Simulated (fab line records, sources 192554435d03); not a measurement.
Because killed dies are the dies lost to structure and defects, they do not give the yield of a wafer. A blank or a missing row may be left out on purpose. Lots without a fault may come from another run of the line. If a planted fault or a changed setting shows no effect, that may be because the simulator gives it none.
A lot that was struck, set against a sound lot / flow n5Finfet / 16 out of 1938 route steps
Sound: the wafers L510.1, L510.4, L510.6. Struck: wafers L517.1, L517.3 (left out: L517.2, a lot-mate that was not struck); the cause follows at the end.
For every step that has rows: the tool of each side, followed by ch and its chambers, followed by its first start. Under that, the readings that differ: sound wafers / struck wafers / difference of the means / sigmas: that difference in standard deviations of wafers without a fault.
alike: words and numbers the same on both sides, and readings whose means are apart by under 2 such deviations; not compared: readings that were withheld, readings missing a value for some wafer, numbers with overlapping values and no deviation given by the record, and bounds like >300 which may hide the same value.
A row with sigmas, a row that says differs or no value, or rows on one side alone: a step with any of these is where the two part. Numbers that don't overlap but have no deviation are shown without sigmas and don't part them. A reading missing from all wafers of one side parts the sides only when that side holds two or more wafers.

first, 1 step without rows for these wafers: N5_SD_EPI_N_STRIP_47 (strips in CHF3/O2).
N5_SD_EPI_N_SD_RECESS_17: chemistry HBr/Cl2/O2, target depth 41 nm, time 23.7 s, bt time 3 s.
  sound on rieSi-05 ch 0,1,2, day 5 11:25; struck on rieSi-03 ch 0,1, day 7 00:41
  alike: drypumpMotorCurrentA, mfcCl2Sccm, oesProductAu, rfFwdPowerW, throttleValvePct
  not compared: rfHoursCounterH
N5_SD_EPI_N_STRIP_38: strips in N2/H2.
  sound on plasmaAsher-02 ch 0,1, day 5 11:30; struck on plasmaAsher-02 ch 1, day 7 00:48
  alike: drypumpMotorCurrentA, heaterPowerW, oesProductAu
  not compared: rfHoursCounterH
then, 4 steps without rows for these wafers: N5_SD_EPI_N_WET_ETCH_43 (etches SiO2 in dHF, time 14 s, target depth 1.5 nm); N5_SD_EPI_N_STRIP_18 (strips in SPM, time 750 s); N5_SD_EPI_N_SRD_20 (time 30 s); N5_SD_EPI_N_PRECLEAN_48 (cleans in NF3:NH3, afs cycles 2, time 20 s, sublimation time 60 s).
N5_SD_EPI_N_VAPOR_ETCH_50: etches Si in HCl, time 54 s.
  sound on epiRpcvd-03 ch 0, day 5 12:13; struck on epiRpcvd-04 ch 0, day 7 01:47
  alike: throttleValvePct
then, 1 step without rows for these wafers: N5_SD_EPI_N_EPI_21 (deposits Si:P, time 690 s).
N5_SD_EPI_N_EPI_MEAS_23:
  sound on filmMetro-02, day 5 14:07; struck on filmMetro-02, day 7 05:08
  alike: thkNm
then, 2 steps without rows for these wafers: N5_SD_EPI_N_PRECLEAN_24 (cleans in O3/DIW, time 60 s); N5_SD_EPI_N_SRD_25 (time 30 s).
N5_SD_EPI_N_PRECLEAN_49: cleans in NF3:NH3, afs cycles 1, time 20 s, sublimation time 60 s.
  sound on remotePlasma-01 ch 0, day 5 14:13; struck on remotePlasma-01 ch 1, day 7 05:14
reading=timeS (s); sound=20 20 20; struck=17.485 17.485; difference=-2.515; sigmas=
N5_SD_EPI_N_LINER_46: material SiNx, target thk 3 nm.
  sound on aldSin-03 ch 0,1,2, day 5 15:17; struck on aldSin-02 ch 0,3, day 7 05:27
  alike: heaterPowerOuterW, heaterPowerW
-- a jump in the record: the struck wafers' starts before and after are 5 days apart (it breaks off in module SD_EPI_N and resumes in module BEOL_M4, where the first step shown is number 1111 of the route) --
N5_BEOL_M4_RC_MEAS_101:
  sound on prober-02 ch 0, day 10 01:52; struck on prober-02 ch 0, day 12 04:39
reading=DIBL_N (mV/V); sound=36.9 39.8 37.7; struck=31.8 31.2; difference=-6.6; sigmas=-3
reading=DIBL_P (mV/V); sound=37.5 41.5 37.9; struck=32.1 31.6; difference=-7.1; sigmas=-2
  alike: IOFF_N, IOFF_P, ION_N, ION_P, SS_N, SS_P, VT_N, VT_P
-- here the record skips 5 days between the struck wafers' starts before and after, leaving off in module BEOL_M4 and picking up in module PASSIVATION (first step shown: number 1936 of the route) --
N5_PASSIVATION_PROBE_49:
  sound on prober-01, day 14 13:38; struck on prober-01, day 16 17:37
  alike: defectLimitedYield, killed_at_M0_to_M3, killed_at_M4_up, killedAtContacts, killedAtFrontEnd, killedAtOther, killedDies, killedOpen, killedShort, sort_bin_5_function, sort_bin_6_memory, sort_bin_8_speed, sortNPass, sortYieldPct

== WHERE THEY PART ==
At N5_BEOL_M4_RC_MEAS_101 and nowhere else, as far as this record goes. Later steps at which nothing parts them and some readings are alike: N5_PASSIVATION_PROBE_49.

WHY: the cause the simulator had injected
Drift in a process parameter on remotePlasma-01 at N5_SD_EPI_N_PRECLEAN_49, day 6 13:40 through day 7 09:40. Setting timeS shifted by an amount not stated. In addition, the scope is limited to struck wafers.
